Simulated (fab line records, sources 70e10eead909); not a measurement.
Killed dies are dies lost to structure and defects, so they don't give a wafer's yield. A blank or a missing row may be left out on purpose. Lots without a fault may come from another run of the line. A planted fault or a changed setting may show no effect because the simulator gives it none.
fab line records | flow nand_harc
record lots=5 wafers=15 last_day=34
route steps=1302 shown P_GATE@185 END@1302
lots that met no fault: from a run of the same line without faults
start_h: hours from the record's first day to the start of the lot's first wafer shown | wait_h: hours since the lot's step before | " the same as in the row above | L1.1+2: a row that stands for several wafers | - no value, or no start given | * or withheld: withheld | < > ~ a bound
route shown NAME@n: a module of which the file shows steps, and the number in the route of the first | usual: mean/standard deviation of fault-free wafers | same: alike in all rows | chamber/n: place in a boat | sites: the reading at each site | _std_site: their standard deviation | _edge_site: outer sites' mean less inner sites' | radius_mm: how far each site lies from the wafer's centre | mask NAME#n: copy n | behind: the tool/chamber that last shaped the wafer | hold: why the lot was held/for how many hours/how that ended | device: the transistor (n, p or np) that didn't switch | end of line: the same wafers' tests at the end of the route | a step without rows: its recipe alone | killed: dies lost to structure and defects at the first sort, not the wafer's yield | map: a wafer's dies, x killed, . not, _ none there
set.NAME: the setting as run; set.NAME@STEP: as run at that earlier step | model.NAME: the simulator's own value behind a step, which no gauge read
lots at some steps of the route; a table a step, a row a wafer
services: from which hour (start_h, from the record's first day; less than 0 if before it) a tool's chamber was out of use, for how many hours, and why
## steps
# step NHARC_P_GATE_CD_MEAS_59
# recipe target_cd_nm=720 landing_energy_ev=500
# usual cd_nm=720.2/1.3
# columns lot.wafer tool chamber start_h wait_h cd_nm
L641.3 cd_sem-01 0 126.30 - 723.1
L641.5 " 0 " " 720.6
L641.6 " 0 " " 723.3
L645.2 cd_sem-01 0 154.87 - 721.5
L645.4 " 0 " " 722.5
L645.6 " 0 " " 722.2
L649.1 cd_sem-03 0 210.56 - 718.5
L649.2 " 0 " " 720.8
L649.5 " 0 " " 718.8
L657.1 cd_sem-02 0 275.00 - 721.4
L657.5 " 0 " " 720.8
L657.6 " 0 " " 721.7
L663.1 cd_sem-02 0 335.14 - 719.0
L663.4 " 0 " " 719.1
L663.5 " 0 " " 720.3
# step NHARC_P_GATE_HARDBAKE_60
# recipe temp_c=125 time_s=80
# step NHARC_P_GATE_DESCUM_61
# recipe time_s=3 o2_flow_sccm=200 ar_flow_sccm=0 bias_power_w=0 chemistry=O2
# usual drypump_motor_current_A=5.9/0.5 oes_product_au=1.001/0.0081 rf_vpp_V=58.0/0.88 showerhead_plenum_p_Torr=1.97/0.075 throttle_valve_pct=11.309/0.0096
# same time_s=3
# columns lot.wafer tool chamber start_h wait_h drypump_motor_current_A oes_product_au rf_hours_counter_h rf_vpp_V showerhead_plenum_p_Torr throttle_valve_pct
L641.3 rie_diel-01 0 126.46 - 6.2 1.003 6.1 58.8 2.06 11.293
L641.5 " 0 " " 6.2 0.990 - 57.4 2.06 11.322
L641.6 " 1 " " 6.0 1.010 - 57.3 1.99 11.297
L645.4 rie_diel-07 0 155.06 - 5.2 0.995 1.2 58.0 2.04 11.323
L645.2 " 1 " " 6.6 1.001 1.3 56.4 1.83 11.304
L645.6 " 2 " " 5.6 0.991 - 58.9 2.01 11.300
L649.1 rie_diel-05 3 210.73 - 6.0 1.006 7.4 60.1 2.04 11.303
L649.2 " 1 " " 6.5 1.005 9.6 58.3 1.95 11.306
L649.5 " 2 " " 6.6 1.014 - 56.5 1.92 11.303
L657.1 rie_diel-07 2 275.16 - 5.6 0.999 6.2 57.4 2.01 11.306
L657.5 " 2 " " 5.6 0.993 - 58.9 2.01 11.306
L657.6 " 3 " " 5.8 1.010 - 60.4 2.05 11.310
L663.4 rie_diel-07 3 335.30 - 5.8 0.998 0.5 57.5 2.05 11.319
L663.1 " 1 " " 6.6 1.010 1.8 56.8 1.83 11.306
L663.5 " 0 " " 5.2 0.997 - 57.0 2.04 11.316
# step NHARC_P_GATE_IMPLANT_62
# recipe energy_kev=20 dose_cm2=3e+15 tilt_deg=7
# step NHARC_P_GATE_STRIP_112
# recipe power_w=1500 temp_c=110 time_s=200 chemistry=N2/H2
# usual drypump_motor_current_A=5.5/0.49 heater_power_w=91/5.6
# same time_s=200
# columns lot.wafer tool chamber start_h wait_h drypump_motor_current_A heater_power_w rf_hours_counter_h
L641.3 plasma_asher-02 1 126.92 0.2 5.8 97 -
L641.6 " 1 " " 5.7 99 -
L641.5 " 0 " " 4.8 88 -
L645.2 plasma_asher-02 1 155.55 0.2 5.8 98 19
L645.4 " 1 " " 5.8 98 -
L645.6 " 1 " " 5.8 96 -
L649.1 plasma_asher-01 0 211.09 0.2 6.0 77 5
L649.2 " 1 " " 5.8 89 5
L649.5 " 1 " " 5.8 91 -
L657.1 plasma_asher-02 0 275.57 0.2 4.8 93 0
L657.6 " 1 " " 5.8 90 -
L657.5 " 0 " " 4.8 90 -
L663.1 plasma_asher-01 1 336.09 0.2 5.8 90 30
L663.4 " 0 " " 6.0 83 -
L663.5 " 1 " " 5.8 91 -
# step NHARC_P_GATE_STRIP_76
# recipe power_w=1500 temp_c=250 chemistry=O2
# usual drypump_motor_current_A=5.5/0.49 heater_power_w=339/20
# columns lot.wafer tool chamber start_h wait_h drypump_motor_current_A heater_power_w rf_hours_counter_h
L641.3 plasma_asher-02 1 127.11 0.2 5.7 367 -
L641.6 " 1 " " 5.7 369 -
L641.5 " 0 " " 4.8 347 -
L645.2 plasma_asher-02 1 155.78 0.2 5.8 355 19
L645.4 " 1 " " 5.8 358 -
L645.6 " 1 " " 5.8 349 -
L649.1 plasma_asher-01 0 211.35 0.2 5.9 313 5
L649.2 " 1 " " 5.8 327 5
L649.5 " 1 " " 5.8 339 -
L657.1 plasma_asher-02 0 275.80 0.2 4.8 356 0
L657.6 " 1 " " 5.8 346 -
L657.5 " 0 " " 4.8 341 -
L663.1 plasma_asher-01 1 336.35 0.2 5.8 340 30
L663.4 " 0 " " 5.9 301 -
L663.5 " 1 " " 5.8 338 -
# step NHARC_P_GATE_STRIP_63
# recipe time_s=900 temp_c=130 chemistry=SPM
# step NHARC_P_GATE_DEHYDRATE_83
# recipe temp_c=150 time_s=120
# step NHARC_P_GATE_HMDS_84
# recipe time_s=30
# step NHARC_P_GATE_COAT_85
# recipe spin_rpm=3000
# step NHARC_P_GATE_SOFTBAKE_86
# recipe temp_c=122 time_s=95
# step NHARC_P_GATE_EBR_87
# step NHARC_P_GATE_EXPOSE_88
# recipe na=0.6 target_cd_nm=2000 dose_mj=11.87 mask_id=P_HVN
# columns lot.wafer tool chamber start_h wait_h mask
L641.3+5+6 krf_scanner-03 0 127.87 - P_HVN#0
L645.2+4+6 krf_scanner-04 0 156.55 - P_HVN#0
L649.1+2+5 krf_scanner-03 0 211.99 - P_HVN_R1#0
L657.1+5+6 krf_scanner-03 0 276.55 - P_HVN#0
L663.1+4+5 krf_scanner-02 0 337.18 - P_HVN#0
# step NHARC_P_GATE_PEB_89
# recipe peb_temp_c=118 peb_time_s=85
# step NHARC_P_GATE_DEVELOP_90
# recipe time_s=70
# step NHARC_P_GATE_CD_MEAS_91
# recipe target_cd_nm=2000 landing_energy_ev=500
# usual cd_nm=1999.8/1.5
# columns lot.wafer tool chamber start_h wait_h cd_nm
L641.3 cd_sem-01 0 128.02 - 1999.6
L641.5 " 0 " " 1998.9
L641.6 " 0 " " 2000.6
L645.2 cd_sem-02 0 156.70 - 1999.8
L645.4 " 0 " " 1998.9
L645.6 " 0 " " 2001.1
L649.1 cd_sem-01 0 212.14 - 2148.5
L649.2 " 0 " " 2151.3
L649.5 " 0 " " 2151.1
L657.1 cd_sem-02 0 276.71 - 1998.9
L657.5 " 0 " " 2000.2
L657.6 " 0 " " 1999.5
L663.1 cd_sem-02 0 337.33 - 2001.0
L663.4 " 0 " " 2001.5
L663.5 " 0 " " 2002.1
# step NHARC_P_GATE_HARDBAKE_92
# recipe temp_c=125 time_s=80
# step NHARC_P_GATE_DESCUM_93
# recipe time_s=3 o2_flow_sccm=200 ar_flow_sccm=0 bias_power_w=0 chemistry=O2
# usual drypump_motor_current_A=5.9/0.49 oes_product_au=1.001/0.0074 rf_vpp_V=58.0/0.91 showerhead_plenum_p_Torr=1.97/0.07 throttle_valve_pct=11.312/0.0085
# same time_s=3
# columns lot.wafer tool chamber start_h wait_h drypump_motor_current_A oes_product_au rf_hours_counter_h rf_vpp_V showerhead_plenum_p_Torr throttle_valve_pct model.P_GATE.cd_nm
L641.3 rie_diel-05 0 128.17 - 5.8 0.994 4.6 59.2 1.95 11.315 1999
L641.6 " 0 " " 5.8 0.999 - 58.9 1.95 11.313 2000
L641.5 " 1 " " 6.5 1.003 - 57.6 1.95 11.313 1999
L645.2 rie_diel-01 3 156.89 - 5.7 0.984 7.8 57.5 1.89 11.310 2000
L645.4 " 1 " " 6.0 0.983 - 59.5 1.99 11.316 1999
L645.6 " 2 " " 4.9 0.987 - 56.6 1.90 11.294 720.9
L649.2 rie_diel-05 0 212.31 - 5.8 0.998 8.2 58.4 1.95 11.308 2151
L649.1 " 1 " " 6.5 0.987 9.6 59.4 1.95 11.321 2149
L649.5 " 0 " " 5.8 1.003 - 58.8 1.95 11.315 2151
L657.1 rie_diel-05 1 276.91 - 6.5 0.998 3.4 57.5 1.94 11.312 1999
L657.6 " 2 " " 6.6 1.017 - 59.1 1.92 11.299 1999
L657.5 " 3 " " 6.0 0.998 - 58.5 2.04 11.325 2000
L663.4 rie_diel-05 1 337.51 - 6.5 1.005 6.1 57.3 1.94 11.301 2002
L663.1 " 2 " " 6.6 1.015 5.7 58.1 1.92 11.306 2001
L663.5 " 0 " " 5.8 1.017 - 57.9 1.95 11.305 2002
# step NHARC_P_GATE_IMPLANT_94
# recipe energy_kev=60 dose_cm2=2e+15 tilt_deg=7
# step NHARC_END_SORT_01
# recipe temp_c=25
# usual killed_at_array=62/16 killed_at_other=0.8/1.1 killed_at_periphery=4/3.2 killed_dies=67/16 killed_open=3.5/1.9 killed_short=2.1/1.5
# same gross_dies=677
# columns lot.wafer tool chamber start_h wait_h killed_at_array killed_at_other killed_at_periphery killed_dies killed_open killed_short
L641.3 prober-01 0 584.39 3.1 74 0 5 79 4 4
L641.5 prober-01 0 585.98 3.7 82 0 4 86 4 4
L641.6 prober-01 0 586.78 4.0 76 1 3 80 0 2
L645.2 prober-02 0 602.69 2.8 32 0 4 36 5 0
L645.4 prober-02 0 604.30 3.4 26 2 3 31 3 5
L645.6 prober-02 0 605.92 4.0 35 0 5 40 8 3
L649.1 prober-01 0 672.18 2.5 73 1 6 80 7 5
L649.2 prober-01 0 672.98 2.8 65 0 2 67 6 1
L649.5 prober-01 0 675.38 3.7 66 1 5 72 5 3
# killed by level:class
L641.3 A_CHANNEL_HOLE_D1:chamber_film_flake=33 A_SLIT:chamber_film_flake=20 A_CHANNEL_HOLE_D2:chamber_film_flake=5 A_CONTACT:chamber_film_flake=5 P_M1:chamber_film_flake=3 A_STAIRCASE:chamber_film_flake=3 A_ONON_D2:geometric_particle:short=2 A_M0:geometric_particle:open=2
L641.5 A_CHANNEL_HOLE_D1:chamber_film_flake=36 A_SLIT:chamber_film_flake=25 A_CHANNEL_HOLE_D2:chamber_film_flake=4 A_STAIRCASE:chamber_film_flake=3 A_ONON_D1:geometric_particle:open=2 P_M1:chamber_film_flake=2 A_ZERO_WELL:chamber_film_flake=2 A_CONTACT:chamber_film_flake=2
L641.6 A_CHANNEL_HOLE_D1:chamber_film_flake=33 A_SLIT:chamber_film_flake=31 A_CHANNEL_HOLE_D2:chamber_film_flake=6 A_CONTACT:chamber_film_flake=3 P_M1:chamber_film_flake=2 P_CONTACT:geometric_particle:short=1 A_ONON_D2:geometric_particle:short=1 A_DECK1_JOINT:chamber_film_flake=1
L645.2 A_STAIRCASE:chamber_film_flake=11 A_CHANNEL_HOLE_D2:chamber_film_flake=8 A_CHANNEL_HOLE_D1:chamber_film_flake=4 A_DECK1_JOINT:chamber_film_flake=2 A_CHANNEL_FILL_D2:chamber_film_flake=2 A_CONTACT:chamber_film_flake=2 P_M0:geometric_particle:open=1 P_M2:geometric_particle:open=1
L645.4 A_CHANNEL_HOLE_D2:chamber_film_flake=9 A_CHANNEL_HOLE_D1:chamber_film_flake=5 P_CONTACT:geometric_particle:open=3 A_STAIRCASE:chamber_film_flake=3 A_CONTACT:chamber_film_flake=2 THIN_TSV:chamber_film_flake=2 A_CHANNEL_FILL_D1:geometric_particle:short=1 A_DECK1_JOINT:geometric_particle:short=1
L645.6 A_CHANNEL_HOLE_D2:chamber_film_flake=9 A_STAIRCASE:chamber_film_flake=5 A_CONTACT:chamber_film_flake=5 A_CHANNEL_FILL_D2:geometric_particle:open=3 P_CONTACT:geometric_particle:open=2 A_WL_FILL:geometric_particle:open=2 P_GATE:chamber_film_flake=2 A_CHANNEL_HOLE_D1:chamber_film_flake=2
L649.1 A_CHANNEL_HOLE_D1:chamber_film_flake=28 A_CHANNEL_HOLE_D2:chamber_film_flake=25 A_STAIRCASE:chamber_film_flake=3 A_CONTACT:chamber_film_flake=3 A_CHANNEL_FILL_D2:chamber_film_flake=2 A_SLIT:chamber_film_flake=2 P_GATE:geometric_particle:open=1 P_M0:geometric_particle:short=1
L649.2 A_CHANNEL_HOLE_D1:chamber_film_flake=31 A_CHANNEL_HOLE_D2:chamber_film_flake=19 A_SLIT:chamber_film_flake=3 A_ONON_D1:geometric_particle:open=2 A_WL_FILL:chamber_film_flake=2 A_CONTACT:chamber_film_flake=2 P_M1:geometric_particle:open=1 A_ONON_D1:geometric_particle:short=1
L649.5 A_CHANNEL_HOLE_D1:chamber_film_flake=31 A_CHANNEL_HOLE_D2:chamber_film_flake=18 A_CONTACT:chamber_film_flake=5 P_BONDPAD:chamber_film_flake=2 A_SLIT:chamber_film_flake=2 A_SOURCE_PLATE:geometric_particle:open=1 A_ONON_D1:geometric_particle:short=1 A_CHANNEL_FILL_D1:geometric_particle:open=1
## services
# columns tool chamber start_h hours kind
rie_diel-07 - 117.20 9.0 pm
plasma_asher-01 - 125.26 32.1 repair
rie_diel-07 2 128.38 5.2 repair
rie_diel-01 0 147.24 33.8 repair
plasma_asher-01 - 165.26 9.0 pm
krf_scanner-04 - 182.00 4.0 pm
rie_diel-05 0 191.70 3.7 repair
krf_scanner-04 - 199.97 1.1 repair
rie_diel-07 1 200.25 9.8 repair
rie_diel-01 - 203.80 9.0 pm
rie_diel-05 0 214.54 3.1 repair
plasma_asher-01 - 215.15 3.5 repair
krf_scanner-03 - 224.14 4.0 pm
rie_diel-05 - 229.62 9.0 pm
krf_scanner-02 - 266.00 4.0 pm
plasma_asher-02 - 266.20 9.0 pm
plasma_asher-02 0 266.20 9.0 vent_cycle
krf_scanner-03 - 273.63 0.4 repair
rie_diel-07 - 294.20 9.0 pm
rie_diel-01 2 294.76 7.8 repair
rie_diel-07 2 313.06 3.7 repair
rie_diel-07 3 313.56 14.5 repair
rie_diel-07 1 324.01 8.8 repair
krf_scanner-03 - 336.74 1.9 repair
## key
first_sign step=NHARC_P_GATE_EXPOSE_88 reading=mask direction=changed
effect step=NHARC_P_GATE_CD_MEAS_91 reading=cd_nm direction=up sigmas=99+ usual=1999.8 struck=2150.3
model_effect step=NHARC_P_GATE_DESCUM_93 value=P_GATE.cd_nm without=2001 struck=2150
met_at NHARC_P_GATE_EXPOSE_88
struck_wafers L649.1,L649.2,L649.5
tester_left_out L649
onset_between 127.87 211.99
fault kind=wrong_mask tool=any chamber=- onset_h=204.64 steps=NHARC_P_GATE_EXPOSE_88 aux_copy=P_HVN_R1#0 cd_offset_nm=149.69 scope=struck_lots_only
# tester_left_out: of these lots the tester's yield and bins aren't shown, on N5 and GAA mostly nor the transistor test; their killed dies are dies lost to structure and defects alone, not to doping, threshold or leakage, so they don't give the yield
